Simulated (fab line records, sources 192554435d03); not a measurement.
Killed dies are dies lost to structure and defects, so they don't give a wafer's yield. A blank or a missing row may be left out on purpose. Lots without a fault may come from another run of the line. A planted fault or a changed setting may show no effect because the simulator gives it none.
Chamber matching | flow n5_finfet | N5_BEOL_M7_STRIP_67 on rie_diel-05: 4 sister chambers
The step strips in CF4. 18 wafers are shown with their chamber, then 9 later ones without.

WAFERS WITH THEIR CHAMBER
wafer  | chamber | showerhead_plenum_p_Torr (Torr) | drypump_motor_current_A (A) | oes_product_au (a.u.)
L077.1 | 1       | 1.71                            | 5.7                         | 0.72
L077.2 | 2       | 1.83                            | 5.6                         | 0.72
L077.3 | 0       | 1.88                            | 5.9                         | 0.83
L078.3 | 3       | 1.83                            | 5.6                         | 0.70
L078.5 | 2       | 1.83                            | 5.6                         | 0.72
L078.6 | 1       | 1.71                            | 5.7                         | 0.72
L084.3 | 1       | 1.71                            | 5.7                         | 0.71
L084.5 | 3       | 1.82                            | 5.6                         | 0.69
L084.6 | 0       | 1.87                            | 5.8                         | 0.81
L086.1 | 3       | 1.82                            | 5.6                         | 0.70
L086.3 | 2       | 1.83                            | 5.6                         | 0.71
L086.4 | 0       | 1.87                            | 5.9                         | 0.81
L088.2 | 0       | 1.87                            | 5.8                         | 0.81
L088.5 | 1       | 1.71                            | 5.7                         | 0.70
L088.6 | 0       | 1.87                            | 5.9                         | 0.81
L090.1 | 0       | 1.87                            | 5.9                         | 0.80
L090.2 | 1       | 1.70                            | 5.7                         | 0.71
L090.3 | 2       | 1.83                            | 5.6                         | 0.70

SIGNATURES (means of the wafers above)
reading                  | chamber 0 | chamber 1 | chamber 2 | chamber 3 | scatter within a chamber
showerhead_plenum_p_Torr | 1.8717    | 1.7080    | 1.8300    | 1.8233    | 0.00405
drypump_motor_current_A  | 5.867     | 5.700     | 5.600     | 5.600     | 0.0309
oes_product_au           | 0.8117    | 0.7120    | 0.7125    | 0.6967    | 0.00888
Rule: a wafer's distance from a chamber is the root of the sum, over the readings, of the square of ((its reading less the chamber's mean) divided by the reading's scatter). The wafer belongs to the nearest chamber; if the next one is less than 2 further off, it can't be placed. The scatter: the root of (the sum of the squares of (reading less its chamber's mean) over the shown wafers, divided by (wafers less chambers)).

WAFERS WITHOUT THEIR CHAMBER
wafer  | showerhead_plenum_p_Torr (Torr) | drypump_motor_current_A (A) | oes_product_au (a.u.)
L092.1 | 1.70                            | 5.7                         | 0.70
L092.4 | 1.83                            | 5.6                         | 0.70
L092.6 | 1.82                            | 5.6                         | 0.97
L095.2 | 1.82                            | 5.6                         | 0.94
L095.3 | 1.87                            | 5.8                         | 0.80
L095.5 | 1.87                            | 5.9                         | 0.79
L096.2 | 1.86                            | 5.8                         | 0.79
L096.4 | 1.70                            | 5.7                         | 0.70
L096.6 | 1.83                            | 5.7                         | 0.96

WHICH CHAMBER EACH WENT THROUGH
wafer  | from the rows above     | in truth
L092.1 | 1                       | 1
L092.4 | can't be placed: 2 or 3 | 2
L092.6 | 0                       | 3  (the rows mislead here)
L095.2 | 0                       | 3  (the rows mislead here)
L095.3 | 0                       | 0
L095.5 | 0                       | 0
L096.2 | 0                       | 0
L096.4 | 1                       | 1
L096.6 | 0                       | 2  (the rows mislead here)
Placed correctly: 5 of 9. Can't be placed from these rows: 1 (the true chamber is among the candidates in 1). Placed wrongly: 3.
